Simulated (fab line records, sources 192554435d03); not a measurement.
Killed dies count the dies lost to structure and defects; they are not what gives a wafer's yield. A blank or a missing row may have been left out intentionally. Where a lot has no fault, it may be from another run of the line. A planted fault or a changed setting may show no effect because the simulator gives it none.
Matching of chambers | flow n5-finfet | 4 sister chambers for N5_BEOL_M2_ETCH_74 on rie-diel-05
The step etches underlayer in N2/H2, target depth 6.5 nm, time 5.2 s. 4 wafers are shown with their chamber, then 9 later ones without.

== EACH WAFER AND ITS CHAMBER ==
wafer  | chamber | drypump-motor-current-A (A)
L075.1 | 1       | 5.3
L082.2 | 0       | 4.8
L087.1 | 2       | 5.3
L087.6 | 3       | 6.3

== WAFERS WITHOUT THEIR CHAMBER ==
wafer  | drypump-motor-current-A (A)
L088.1 | 5.4
L088.3 | 4.8
L088.5 | 5.3
L089.4 | 4.8
L089.5 | 4.8
L089.6 | 5.3
L094.1 | 4.8
L094.4 | 5.3
L094.6 | 5.3

== WHICH CHAMBER EACH ONE RAN IN ==
wafer  | from the rows above     | in truth
L088.1 | can't be placed: 1 or 2 | 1
L088.3 | 0                       | 0
L088.5 | can't be placed: 1 or 2 | 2
L089.4 | 0                       | 0
L089.5 | 0                       | 0
L089.6 | can't be placed: 1 or 2 | 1
L094.1 | 0                       | 0
L094.4 | can't be placed: 1 or 2 | 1
L094.6 | can't be placed: 1 or 2 | 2
Correctly placed: 4 of 9. Cannot be placed on the basis of these rows: 5; the candidates contain the true chamber in 5. Number placed wrongly: 0.
How it was worked out, from the rows above alone: a wafer's distance from a chamber is the root of the sum, over the readings, of the square of ((its reading less the chamber's mean) divided by the reading's scatter). If the next closest chamber is less than 2 further off than the closest, the wafer can't be placed; otherwise it belongs to the closest. A chamber's mean is the mean of its shown wafers. The scatter (one wafer shown for each chamber): square how far every hidden wafer sits from the nearest shown wafer, average those squares and take the square root.
